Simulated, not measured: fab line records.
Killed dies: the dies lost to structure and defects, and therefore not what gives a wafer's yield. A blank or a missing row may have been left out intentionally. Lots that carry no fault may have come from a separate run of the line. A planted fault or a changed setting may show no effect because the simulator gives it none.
A lot that was struck, set against a sound lot / flow n5 finfet / 34 steps out of a route of 1938
Sound: these wafers, L393.1, L393.5, L393.6. Struck: wafer L381.3 (left out: L381.1, L381.5 of the same lot, which were not struck); the cause appears at the end.
Each step with rows lists, per side, the tool, then ch with its chambers, then its first start. Under that, the readings that differ: sound wafers / struck wafers / difference of the means / sigmas: that difference in standard deviations of wafers without a fault.
alike: readings with means less than 2 such deviations apart, plus words and numbers identical on both sides. not compared: withheld readings, readings lacking a value on some wafer, bounds such as >300 that could conceal the same value, and numbers that have no deviation in the record and whose values overlap.
The two part at a step that has a row with sigmas, a row that says differs or no value, or rows on one side only. When numbers do not overlap yet have no deviation, they are printed without sigmas and do not part them. A reading missing from all wafers of one side parts the sides only when that side holds two or more wafers.

first, 9 steps without rows for these wafers: N5_MOL_CONTACT_COAG_SRD_128 (dry time 32 s); N5_MOL_CONTACT_COAG_CMP_52 (polishes, stops on SiO2, t overpolish 1.5 s, target thk 66.5 nm); N5_MOL_CONTACT_COAG_ANNEAL_112 (time 1800 s); N5_BEOL_M0_SAQP_PECVD_00 (deposits SiCN from 3MS/NH3, target thk 8 nm, time 14 s); N5_BEOL_M0_SAQP_ILD_DEP_01 (deposits SiOC from DEMS/O2, target thk 45.419 nm, time 8.7 s); N5_BEOL_M0_SAQP_HM_DEP_02 (deposits TiN, target thk 12 nm); N5_BEOL_M0_SAQP_PECVD_03 (deposits SiCN from 3MS/NH3, target thk 12 nm, time 21.1 s); N5_BEOL_M0_SAQP_PECVD_96 (deposits a-Si from SiH4/He, target thk 45 nm, time 45.2 s); N5_BEOL_M0_SAQP_PECVD_97 (deposits SiNx from SiH4/NH3/N2, target thk 23 nm, time 19.9 s).
N5_BEOL_M0_SAQP_PECVD_04: deposits a-Si from SiH4/He, target thk 60 nm, time 60.2 s.
  sound on pecvd-02 ch 0,1, day 10 02:35; struck on pecvd-02 ch 2, day 7 02:32
reading=heater power w (W); sound=683 686 669; struck=564; difference=-115; sigmas=-2
reading=throttle valve pct (%); sound=18.7 18.8 18.8; struck=15.8; difference=-3.0; sigmas=-3
reading=model.a-Si_of_BEOL_M0_SAQP_PECVD_04.thk nm (nm); sound=60 60.6 60.4; struck=58; difference=-2; sigmas=
  alike: showerhead plenum p Torr
then, 15 steps without rows for these wafers: N5_BEOL_M0_SAQP_HM_DEP_111 (deposits SiO2 from SiH4/N2O, target thk 12 nm, time 7.2 s); N5_BEOL_M0_SAQP_COAT_81 (time 60 s, resist thk 100 nm); N5_BEOL_M0_SAQP_COAT_82 (time 60 s, resist thk 30 nm); N5_BEOL_M0_SAQP_COAT_08 (resist thk 90 nm); N5_BEOL_M0_SAQP_EBR_10; N5_BEOL_M0_SAQP_SOFTBAKE_09 (time 60 s); N5_BEOL_M0_SAQP_EXPOSE_11 (exposes mask M0 CORE, target cd 42 nm); N5_BEOL_M0_SAQP_PEB_12 (peb time 60 s); N5_BEOL_M0_SAQP_DEVELOP_13 (develop time 30 s); N5_BEOL_M0_SAQP_DESCUM_19 (chemistry O2, time 7.9 s); N5_BEOL_M0_SAQP_ETCH_83 (etches SiARC in CF4, target depth 39 nm, time 65 s); N5_BEOL_M0_SAQP_ETCH_84 (etches SOC in N2/H2, target depth 100 nm, overetch 20 nm, time 150 s); N5_BEOL_M0_SAQP_STRIP_80 (strips in N2/H2); N5_BEOL_M0_SAQP_HM_OPEN_112 (chemistry CHF3/O2, target SiO2, stops on a-Si, target depth 12 nm, time 13.5 s); N5_BEOL_M0_SAQP_STRIP_113 (strips in CHF3/O2).
N5_BEOL_M0_SAQP_MANDREL_ETCH_20: etches a-Si in HBr/Cl2, stops on SiNx, target depth 60 nm, bt time 10 s, time 30 s.
  sound on rie si-01 ch 0,1,3, day 10 03:32; struck on rie si-01 ch 1, day 7 03:22
reading=model.etch.depth nm (nm); sound=59.89 60.49 60.37; struck=57.86; difference=-2.39; sigmas=
  alike: drypump motor current A, mfc cl2 sccm, oes product au, throttle valve pct
  not compared: rf hours counter h
then, 5 steps without rows for these wafers: N5_BEOL_M0_SAQP_STRIP_86 (strips in N2/H2); N5_BEOL_M0_SAQP_STRIP_115 (strips in post etch residue remover, time 60 s); N5_BEOL_M0_SAQP_SRD_93 (time 30 s); N5_BEOL_M0_SAQP_RECESS_114 (chemistry HF/NH3, target SiO2, target depth 14.4 nm, afs cycles 3, sublimation time 60 s); N5_BEOL_M0_SAQP_SPACER1_ALD_98 (deposits SiO2, target thk 12.8 nm, pulse time 1 s, purge time 2 s).
N5_BEOL_M0_SAQP_SPACER1_ETCHBACK_99: etches SiO2 in CHF3/O2, target depth 15.4 nm, time 7.7 s.
  sound on rie diel-01 ch 0,1,3, day 10 04:38; struck on rie diel-01 ch 0, day 7 04:28
reading=model.a-Si_of_BEOL_M0_SAQP_PECVD_04.thk nm (nm); sound=59.4 59.8 59.8; struck=57.2; difference=-2.5; sigmas=
  alike: drypump motor current A, oes_f_703_au, oes product au, rf vpp V, showerhead plenum p Torr, throttle valve pct
  not compared: rf hours counter h
then, 1 step without rows for these wafers: N5_BEOL_M0_SAQP_MANDREL1_REMOVE_100 (chemistry HBr/Cl2/O2, target a-Si, stops on SiNx, bt time 10 s).
-- the record jumps here: 2 days lie between the struck wafers' starts before and after (it left off in module BEOL_M0_SAQP and takes up again in module BEOL_M4, whose first step shown is number 1111 of the route) --
N5_BEOL_M4_RC_MEAS_101:
  sound on prober-01 ch 0, day 12 10:23; struck on prober-01 ch 0, day 9 08:35
  alike: DIBL_N, DIBL_P, IOFF_N, IOFF_P, ION_N, ION_P, SS_N, SS_P, VT_N, VT_P

## WHERE THEY PART
Within this record, at N5_BEOL_M0_SAQP_PECVD_04 only. Later steps at which nothing parts them and some readings are alike: N5_BEOL_M0_SAQP_MANDREL_ETCH_20, N5_BEOL_M0_SAQP_SPACER1_ETCHBACK_99, N5_BEOL_M4_RC_MEAS_101.

WHY: the cause the simulator had injected
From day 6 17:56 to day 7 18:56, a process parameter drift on pecvd-02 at N5_BEOL_M0_SAQP_PECVD_04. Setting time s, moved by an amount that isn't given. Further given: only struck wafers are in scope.
